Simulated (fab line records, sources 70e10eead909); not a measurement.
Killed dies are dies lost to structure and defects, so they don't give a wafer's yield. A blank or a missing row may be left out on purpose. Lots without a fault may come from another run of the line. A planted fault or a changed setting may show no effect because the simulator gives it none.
Which tool did it? | flow nand_harc | 12 lots, 36 wafers sampled, at 5 steps of a route of 1302

WHAT THE GAUGES READ, wafer by wafer
NHARC_P_GATE_CD_MEAS_91: target cd 2000 nm.
lot  | measured     | on        | cd_nm (nm)
L133 | day 6 09:58  | cd_sem-03 | 1997.8 2000.4 1993.0
L136 | day 7 14:05  | cd_sem-01 | 2000.0 2000.0 2000.2
L137 | day 8 06:59  | cd_sem-02 | 1998.1 2003.3 1998.1
L138 | day 8 13:16  | cd_sem-03 | 1979.9 1979.3 1978.6
L147 | day 12 11:24 | cd_sem-03 | 1999.9 1997.5 1996.0
L148 | day 12 19:51 | cd_sem-02 | 1997.1 2001.6 2002.0
L149 | day 13 13:59 | cd_sem-03 | 1998.5 2001.0 1999.1
L150 | day 13 19:04 | cd_sem-03 | 2002.0 2001.9 2001.8
L151 | day 13 23:28 | cd_sem-02 | 1997.8 2001.3 1999.7
L153 | day 14 12:02 | cd_sem-03 | 2004.3 1995.7 2004.3
L152 | day 14 12:11 | cd_sem-01 | 1997.8 1995.4 1998.0
L154 | day 15 05:14 | cd_sem-01 | 1997.7 2001.3 2001.1

WHICH TOOL RAN EACH LOT (tool, then ch and the chambers of the sampled wafers, then the start)
lot  | NHARC_P_GATE_DESCUM_31             | NHARC_P_GATE_STRIP_108             | NHARC_P_GATE_STRIP_111               | NHARC_P_GATE_EXPOSE_88
L133 | rie_diel-09 ch 0,1,2, day 5 18:44  | rie_diel-03 ch 1,2, day 5 19:21    | plasma_asher-02 ch 0,1, day 6 07:02  | krf_scanner-02 ch 0, day 6 09:49
L136 | rie_diel-09 ch 0,1, day 6 22:31    | rie_diel-03 ch 0,1,2, day 6 23:14  | plasma_asher-02 ch 0,1, day 7 11:08  | krf_scanner-02 ch 0, day 7 13:55
L137 | rie_diel-12 ch 0,1, day 7 15:28    | rie_diel-12 ch 0,1, day 7 16:05    | plasma_asher-02 ch 0,1, day 8 03:58  | krf_scanner-04 ch 0, day 8 06:50
L138 | rie_diel-12 ch 0,1, day 7 22:02    | rie_diel-12 ch 0,1, day 7 22:39    | plasma_asher-01 ch 0,1, day 8 10:17  | krf_scanner-03 ch 0, day 8 13:06
L147 | rie_diel-12 ch 1,2,3, day 11 20:20 | rie_diel-03 ch 0,1,2, day 11 20:58 | plasma_asher-01 ch 0,1, day 12 08:41 | krf_scanner-04 ch 0, day 12 11:15
L148 | rie_diel-09 ch 0,2,3, day 12 04:45 | rie_diel-03 ch 0,1,2, day 12 05:23 | plasma_asher-01 ch 0,1, day 12 17:07 | krf_scanner-04 ch 0, day 12 19:42
L149 | rie_diel-09 ch 0,2,3, day 12 20:43 | rie_diel-12 ch 0,2, day 12 21:24   | plasma_asher-01 ch 0,1, day 13 11:10 | krf_scanner-04 ch 0, day 13 13:49
L150 | rie_diel-03 ch 0,1,2, day 13 03:56 | rie_diel-12 ch 0,1,3, day 13 04:34 | plasma_asher-01 ch 0,1, day 13 16:14 | krf_scanner-04 ch 0, day 13 18:54
L151 | rie_diel-09 ch 0,1,2, day 13 08:22 | rie_diel-09 ch 0,1,2, day 13 08:58 | plasma_asher-02 ch 0,1, day 13 20:38 | krf_scanner-02 ch 0, day 13 23:18
L153 | rie_diel-03 ch 0,1, day 13 20:50   | rie_diel-09 ch 2,3, day 13 21:27   | plasma_asher-01 ch 0,1, day 14 09:14 | krf_scanner-03 ch 0, day 14 11:53
L152 | rie_diel-12 ch 1,2,3, day 13 20:59 | rie_diel-03 ch 0,1,2, day 13 21:36 | plasma_asher-02 ch 1, day 14 09:16   | krf_scanner-04 ch 0, day 14 12:02
L154 | rie_diel-03 ch 0,2,3, day 14 14:05 | rie_diel-03 ch 0,1,3, day 14 14:42 | plasma_asher-01 ch 0,1, day 15 02:25 | krf_scanner-02 ch 0, day 15 05:04
- NHARC_P_GATE_DESCUM_31: chemistry O2, time 3 s.
- NHARC_P_GATE_STRIP_108: strips in O2.
- NHARC_P_GATE_STRIP_111: strips in N2/H2, time 250 s.
- NHARC_P_GATE_EXPOSE_88: exposes mask P HVN, target cd 2000 nm.

WHAT THE TOOLS THEMSELVES READ (means of the sampled wafers that have a number; where no wafer has one, the mark that the record gives instead)
NHARC_P_GATE_DESCUM_31.
lot  | tool        | drypump_motor_current_A (A) | mfc_ar_sccm (sccm) | oes_product_au (a.u.) | rf_vpp_V (V) | showerhead_plenum_p_Torr (Torr) | throttle_valve_pct (%)
L133 | rie_diel-09 | 5.9                         | 0.010              | 0.979                 | 58.0         | 1.92                            | 11.313
L136 | rie_diel-09 | 6.0                         | 0.016              | 0.982                 | 57.7         | 1.90                            | 11.320
L137 | rie_diel-12 | 5.8                         | 0.018              | 0.996                 | 58.1         | 1.92                            | 11.316
L138 | rie_diel-12 | 5.8                         | 0.018              | 0.994                 | 57.8         | 1.92                            | 11.315
L147 | rie_diel-12 | 5.9                         | 0.013              | 1.009                 | 57.6         | 1.88                            | 11.307
L148 | rie_diel-09 | 6.0                         | 0.004              | 0.995                 | 57.5         | 1.91                            | 11.315
L149 | rie_diel-09 | 6.0                         | 0.004              | 1.003                 | 58.0         | 1.91                            | 11.308
L150 | rie_diel-03 | 6.1                         | 0.004              | 0.999                 | 57.9         | 1.91                            | 11.306
L151 | rie_diel-09 | 5.9                         | 0.010              | 0.990                 | 58.1         | 1.92                            | 11.309
L153 | rie_diel-03 | 6.2                         | 0.009              | 0.987                 | 58.5         | 1.96                            | 11.304
L152 | rie_diel-12 | 6.0                         | 0.013              | 1.001                 | 58.0         | 1.88                            | 11.314
L154 | rie_diel-03 | 6.0                         | 0.001              | 1.008                 | 57.5         | 1.87                            | 11.305

NHARC_P_GATE_STRIP_108.
lot  | tool        | drypump_motor_current_A (A) | mfc_ar_sccm (sccm) | oes_product_au (a.u.) | rf_vpp_V (V) | showerhead_plenum_p_Torr (Torr) | throttle_valve_pct (%)
L133 | rie_diel-03 | 5.9                         | 0.009              | 0.988                 | 57.7         | 3.54                            | 17.030
L136 | rie_diel-03 | 6.1                         | 0.004              | 0.991                 | 58.4         | 3.53                            | 17.039
L137 | rie_diel-12 | 5.7                         | 0.022              | 0.990                 | 58.2         | 3.59                            | 17.034
L138 | rie_diel-12 | 5.7                         | 0.022              | 0.989                 | 58.2         | 3.59                            | 17.037
L147 | rie_diel-03 | 6.1                         | 0.004              | 0.998                 | 58.0         | 3.53                            | 17.028
L148 | rie_diel-03 | 6.1                         | 0.004              | 0.991                 | 58.2         | 3.53                            | 17.038
L149 | rie_diel-12 | 5.5                         | 0.027              | 0.993                 | 56.9         | 3.56                            | 17.047
L150 | rie_diel-12 | 6.1                         | 0.013              | 0.995                 | 57.9         | 3.54                            | 17.045
L151 | rie_diel-09 | 5.9                         | 0.010              | 0.989                 | 57.8         | 3.54                            | 17.036
L153 | rie_diel-09 | 6.1                         | 0.001              | 1.004                 | 57.3         | 3.60                            | 17.032
L152 | rie_diel-03 | 6.1                         | 0.004              | 0.998                 | 57.3         | 3.53                            | 17.039
L154 | rie_diel-03 | 6.1                         | 0.006              | 1.004                 | 58.4         | 3.53                            | 17.040

NHARC_P_GATE_STRIP_111.
lot  | tool            | drypump_motor_current_A (A) | heater_power_w (W)
L133 | plasma_asher-02 | 5.6                         | 97
L136 | plasma_asher-02 | 5.6                         | 95
L137 | plasma_asher-02 | 5.8                         | 93
L138 | plasma_asher-01 | 6.2                         | 86
L147 | plasma_asher-01 | 6.2                         | 85
L148 | plasma_asher-01 | 6.2                         | 80
L149 | plasma_asher-01 | 6.2                         | 81
L150 | plasma_asher-01 | 6.2                         | 80
L151 | plasma_asher-02 | 5.6                         | 93
L153 | plasma_asher-01 | 6.2                         | 86
L152 | plasma_asher-02 | 5.9                         | 92
L154 | plasma_asher-01 | 6.3                         | 85

THE ANSWER, worked out from the rows above alone
Rule: what is usual is taken from the lots themselves. Put in order of their means at a reading, lots are off if they are a third of the lots or fewer, leave a main group of 4 or more, and stand apart from it by a gap of 3 or more times the standard deviation of the main group's means; of several such gaps the widest counts. A main group whose means are all the same, to the digits that the tables above print for the reading, isn't used. A lot without any number at a reading at which 4 lots or more have one is off too. The other lots that the step has rows for count as sound. The gauges are gone through in route order, then the tools' own readings, and for those a lot's mean is taken as printed above. The first step at which some lot is off is used, and at that step the reading that is off furthest; a lot without a number counts as furthest.
Off: L138, at NHARC_P_GATE_CD_MEAS_91 (cd_nm). The main group: mean 1999.5 nm, standard deviation 1.5.
A tool fits if, at a process step before that reading, it ran every lot that is off, and no sound lot after the first of them. The gauges at NHARC_P_GATE_CD_MEAS_91 aren't tried: what is off there is off at NHARC_P_GATE_STRIP_108 too, on other tools, and a gauge's error can't cause that. None of those tried fits.

WHAT THE SIMULATOR HAD PUT IN
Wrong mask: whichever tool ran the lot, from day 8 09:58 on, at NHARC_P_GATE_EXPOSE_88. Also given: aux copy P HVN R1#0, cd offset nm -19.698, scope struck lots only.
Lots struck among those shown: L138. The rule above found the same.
